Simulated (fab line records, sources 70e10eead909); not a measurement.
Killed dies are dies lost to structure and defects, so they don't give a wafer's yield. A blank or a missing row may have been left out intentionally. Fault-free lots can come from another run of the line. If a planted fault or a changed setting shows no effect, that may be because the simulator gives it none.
A struck lot beside a sound one / flow nand-harc / 14 out of 1302 route steps
Sound: these wafers, L845.2, L845.3, L845.5. Struck: wafers L855.1, L855.3, L855.5. At the end, the cause is stated.
For every step that has rows: the tool of each side, followed by ch and its chambers, followed by its first start. Under that, the readings that differ: sound wafers / struck wafers / difference of the means / sigmas: that difference in standard deviations of wafers without a fault.
alike: same words and numbers on both sides, and readings whose means sit less than 2 such deviations apart. not compared: any withheld reading, any reading some wafer has no value for, any bound like >300 that may hide the same value, and any number with overlapping values for which the record gives no deviation.
The two part at a step that has a row with sigmas, a row that says differs or no value, or rows on one side only. Numbers that don't overlap but have no deviation are shown without sigmas and don't part them. Lack of a reading on every wafer of one side parts them only where that side has two or more wafers.

NHARC_A_BONDPAD_CD_MEAS_09: target cd 500 nm.
  sound on cd-sem-03 ch 0, day 24 01:25; struck on cd-sem-01 ch 0, day 28 12:25
  alike: cd-nm
NHARC_A_BONDPAD_OVL_MEAS_35:
  sound on overlay-01 at day 24 01:30; struck on overlay-02 at day 28 12:30
reading=overlay-x-nm (nm); sound=9 8 9; struck=-13 -12 -13; difference=-21; sigmas=-4
  alike: overlay-y-nm
then, 1 step without rows for these wafers: NHARC_A_BONDPAD_HARDBAKE_10 (time 65 s).
NHARC_A_BONDPAD_DESCUM_11: chemistry O2, time 3 s.
  sound on rie-diel-06 ch 2,3, day 24 01:38; struck on rie-diel-06 ch 2,3, day 28 12:38
  alike: drypump-motor-current-A, oes-product-au, rf-vpp-V, showerhead-plenum-p-Torr, throttle-valve-pct
  not compared: rf-hours-counter-h
then, 2 steps without rows for these wafers: NHARC_A_BONDPAD_ETCH_34 (etches the open film in N2/H2, target depth 60 nm, overetch 18 nm, time 65.91 s); NHARC_A_BONDPAD_ETCH_12 (etches the open film in CHF3/O2, target depth 220 nm, time 110 s).
NHARC_A_BONDPAD_CD_MEAS_13:
  sound on cd-sem-03 at day 24 01:56; struck on cd-sem-01 at day 28 12:56
  alike: cd-nm
NHARC_A_BONDPAD_STRIP_15: strips in O2.
  sound on rie-diel-07 ch 1,2, day 24 02:01; struck on rie-diel-07 ch 0,1, day 28 13:01
  alike: drypump-motor-current-A, oes-product-au, rf-vpp-V, showerhead-plenum-p-Torr, throttle-valve-pct
  not compared: rf-hours-counter-h
then, 2 steps without rows for these wafers: NHARC_A_BONDPAD_ETCH_24 (etches the open film in CF4/N2, target depth 30 nm, time 72.99 s); NHARC_A_BONDPAD_STRIP_16 (strips in post etch residue remover, time 600 s).
NHARC_A_BONDPAD_DEGAS_25: time 60 s.
  sound on pvd-sputter-03 at day 24 02:34; struck on pvd-sputter-01 at day 28 13:34
  alike: heater-power-w
NHARC_A_BONDPAD_PRE_CLEAN_26: time 30 s.
  sound on pvd-sputter-03; struck on pvd-sputter-01
  alike: heater-power-w
NHARC_A_BONDPAD_PVD_17: deposits TaN, target thk 5 nm, time 8.06 s.
  sound on pvd-sputter-03 at day 24 02:41; struck on pvd-sputter-01 at day 28 13:42
  no value came back on the struck wafers for bias-v (V), cathode-dc-power-W (W), throttle-valve-pct (%); on the sound wafers bias-v (V) reads 170.0 168.7 167.3
NHARC_A_BONDPAD_PVD_27: deposits Cu, target thk 30 nm, time 20.49 s.
  sound on pvd-sputter-03; struck on pvd-sputter-01
  alike: cathode-dc-power-W, chamber-pressure-pa, throttle-valve-pct

WHERE THEY PART
Last at NHARC_A_BONDPAD_PVD_17 as far as this record goes, first at NHARC_A_BONDPAD_OVL_MEAS_35. Later steps at which nothing parts them and some readings are alike: NHARC_A_BONDPAD_PVD_27.

WHY: the cause the simulator had injected
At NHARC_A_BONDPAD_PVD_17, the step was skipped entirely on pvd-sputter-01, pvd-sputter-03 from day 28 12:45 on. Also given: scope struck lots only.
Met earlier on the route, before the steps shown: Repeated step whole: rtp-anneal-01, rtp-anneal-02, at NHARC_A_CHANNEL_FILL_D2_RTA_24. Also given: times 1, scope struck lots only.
